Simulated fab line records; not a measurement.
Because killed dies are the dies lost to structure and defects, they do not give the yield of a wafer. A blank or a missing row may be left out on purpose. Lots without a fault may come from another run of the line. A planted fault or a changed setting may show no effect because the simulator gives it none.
Matching of chambers    flow n5-finfet    rie-diel-04 running N5_BEOL_M11_STRIP_19: 4 sister chambers
The step strips in O2. 4 wafers are shown with their chamber, then 10 later ones without.

EACH WAFER AND ITS CHAMBER
wafer   chamber  drypump-motor-current-A (A)
L085.2  3        5.1
L085.3  0        5.9
L086.2  1        5.3
L086.3  2        5.7

WAFERS WITHOUT THEIR CHAMBER
wafer   drypump-motor-current-A (A)
L086.4  5.1
L092.1  5.1
L092.2  5.9
L092.3  5.7
L093.1  5.1
L093.3  5.7
L093.4  5.2
L094.3  5.1
L094.4  5.2
L094.6  5.7

WHICH CHAMBER EACH WENT THROUGH
wafer   from the rows above      in truth
L086.4  3                        3
L092.1  3                        3
L092.2  0                        0
L092.3  2                        2
L093.1  3                        3
L093.3  2                        2
L093.4  can't be placed: 1 or 3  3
L094.3  3                        3
L094.4  can't be placed: 1 or 3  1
L094.6  2                        2
Correct placement for 8 of the 10. Not placeable from these rows: 2 (in 2, the candidates include the true chamber). 0 placed wrongly.
How it was worked out, from the rows above alone: a wafer's distance from a chamber is the root of the sum, over the readings, of the square of ((its reading less the chamber's mean) divided by the reading's scatter). If the next closest chamber is less than 2 further off than the closest, the wafer can't be placed; otherwise it belongs to the closest. Each chamber's mean is taken over the wafers shown for it. The scatter: root of mean squared gap, hidden wafer to nearest shown wafer, with one shown wafer a chamber.
